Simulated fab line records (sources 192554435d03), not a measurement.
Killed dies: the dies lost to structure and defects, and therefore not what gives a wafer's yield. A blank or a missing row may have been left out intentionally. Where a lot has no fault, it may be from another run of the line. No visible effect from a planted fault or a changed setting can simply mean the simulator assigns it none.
Matching of chambers | flow n5-finfet | N5_BEOL_M3_DEP_57 on pecvd-03: 3 sister chambers
The step deposits SiCN from 3MS/NH3, target thk 8 nm, time 14 s. 3 wafers are shown with their chamber, then 10 later ones without.

WAFERS, EACH WITH ITS CHAMBER
wafer  | chamber | showerhead-plenum-p-Torr (Torr)
L088.6 | 2       | 3.664
L091.2 | 0       | 3.644
L091.4 | 1       | 3.656

WAFERS WITH NO CHAMBER GIVEN
wafer  | showerhead-plenum-p-Torr (Torr)
L091.6 | 3.665
L093.1 | 3.653
L093.2 | 3.662
L093.6 | 3.650
L095.2 | 3.659
L095.3 | 3.650
L095.6 | 3.652
L096.1 | 3.656
L096.2 | 3.640
L096.4 | 3.657

WHICH CHAMBER EACH WENT THROUGH
wafer  | from the rows above     | in truth
L091.6 | 2                       | 2
L093.1 | can't be placed: 1 or 0 | 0
L093.2 | can't be placed: 2 or 1 | 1
L093.6 | can't be placed: 0 or 1 | 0
L095.2 | can't be placed: 1 or 2 | 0
L095.3 | can't be placed: 0 or 1 | 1
L095.6 | can't be placed: 1 or 0 | 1
L096.1 | 1                       | 1
L096.2 | 0                       | 0
L096.4 | can't be placed: 1 or 2 | 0
Placed correctly: 3 of 10. These rows do not allow placing 7 (true chamber among the candidates in 5). Wrongly placed: 0.
How it was worked out, from the rows above alone: a wafer's distance from a chamber is the root of the sum, over the readings, of the square of ((its reading less the chamber's mean) divided by the reading's scatter). If the next closest chamber is less than 2 further off than the closest, the wafer can't be placed; otherwise it belongs to the closest. A chamber's mean is the mean of its shown wafers. The scatter (one wafer shown for each chamber): square how far every hidden wafer sits from the nearest shown wafer, average those squares and take the square root.
